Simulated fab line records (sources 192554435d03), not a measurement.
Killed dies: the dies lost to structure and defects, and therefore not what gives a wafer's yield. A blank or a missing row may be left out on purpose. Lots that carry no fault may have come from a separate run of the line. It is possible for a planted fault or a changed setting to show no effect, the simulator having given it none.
Matching of chambers	flow n5Finfet	rieDiel-03 running N5_PASSIVATION_DESCUM_46: 3 sister chambers
The step chemistry O2, time 7.9 s. 16 wafers are shown with their chamber, then 6 later ones without.

## WAFERS, EACH WITH ITS CHAMBER
wafer	chamber	drypumpMotorCurrentA (A)	showerheadPlenumPTorr (Torr)	oesProductAu (a.u.)
L991.2	1	5.1	2.07	0.94
L991.3	2	6.6	2.03	0.80
L991.5	0	5.8	2.02	0.82
L995.3	2	6.6	2.03	0.80
L995.4	2	6.6	2.03	0.80
L995.6	0	5.8	2.02	0.82
L994.1	1	5.2	2.07	0.92
L994.3	0	5.8	2.02	0.80
L994.6	1	5.1	2.07	0.92
L998.1	1	5.1	2.07	0.89
L998.4	2	6.6	2.02	0.79
L998.5	2	6.6	2.02	0.78
L997.1	1	5.1	2.07	0.89
L997.4	2	6.6	2.02	0.79
L997.6	1	5.1	2.07	0.90
L100.1	0	5.8	2.02	0.80

SIGNATURES (means of the wafers above)
reading	chamber 0	chamber 1	chamber 2	scatter within a chamber
drypumpMotorCurrentA	5.800	5.117	6.600	0.0253
showerheadPlenumPTorr	2.0200	2.0700	2.0250	0.0034
oesProductAu	0.8100	0.9100	0.7933	0.0145
Rule: a wafer's distance from a chamber is the root of the sum, over the readings, of the square of ((its reading less the chamber's mean) divided by the reading's scatter). The wafer belongs to the nearest chamber; if the next one is less than 2 further off, it can't be placed. How the scatter is found: for the shown wafers, subtract from each reading the mean of its chamber, square and add these, divide the total by (wafers less chambers), then take the root.

## WAFERS MISSING THEIR CHAMBER
wafer	drypumpMotorCurrentA (A)	showerheadPlenumPTorr (Torr)	oesProductAu (a.u.)
L100.4	6.6	2.02	0.79
L105.1	6.6	2.02	0.77
L105.4	5.8	2.01	0.78
L105.5	5.8	2.01	0.78
L109.1	5.1	2.06	0.85
L109.6	5.1	2.06	0.86

## WHICH CHAMBER EACH WENT THROUGH
wafer	from the rows above	in truth
L100.4	2	2
L105.1	2	2
L105.4	0	0
L105.5	0	0
L109.1	1	1
L109.6	1	1
Correct placement for 6 of the 6. Number that these rows cannot place: 0. Placed wrongly: 0.
